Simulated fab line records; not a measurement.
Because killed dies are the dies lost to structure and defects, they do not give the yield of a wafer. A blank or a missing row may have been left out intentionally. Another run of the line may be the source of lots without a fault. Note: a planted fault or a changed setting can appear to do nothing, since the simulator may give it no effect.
Chamber matching ; flow nandHarc ; pecvd-03 running NHARC_P_M2_DEP_33: 3 sister chambers
The step deposits SiCN, target thk 30 nm. 3 wafers are shown with their chamber, then 8 later ones without.

## WAFERS WITH THEIR CHAMBER
wafer;chamber;heaterPowerW (W)
L086.1;2;570
L086.4;0;619
L090.1;1;560

## WAFERS WITH NO CHAMBER GIVEN
wafer;heaterPowerW (W)
L090.2;589
L090.6;504
L094.1;517
L094.2;635
L094.4;628
L093.2;535
L093.5;630
L093.6;479

## WHICH CHAMBER EACH ONE RAN IN
wafer;from the rows above;in truth
L090.2;can't be placed: 2 or 1 or 0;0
L090.6;can't be placed: 1 or 2 or 0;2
L094.1;can't be placed: 1 or 2 or 0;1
L094.2;can't be placed: 0 or 2 or 1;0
L094.4;can't be placed: 0 or 2 or 1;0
L093.2;can't be placed: 1 or 2 or 0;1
L093.5;can't be placed: 0 or 2 or 1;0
L093.6;can't be placed: 1 or 2 or 0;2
Correctly placed: 0 of 8. Cannot be placed on the basis of these rows: 8; the candidates contain the true chamber in 8. 0 placed wrongly.
How it was worked out, from the rows above alone: a wafer's distance from a chamber is the root of the sum, over the readings, of the square of ((its reading less the chamber's mean) divided by the reading's scatter). If the next closest chamber is less than 2 further off than the closest, the wafer can't be placed; otherwise it belongs to the closest. For every chamber, the mean is computed from those of its wafers that are shown. The scatter: root of mean squared gap, hidden wafer to nearest shown wafer, with one shown wafer a chamber.
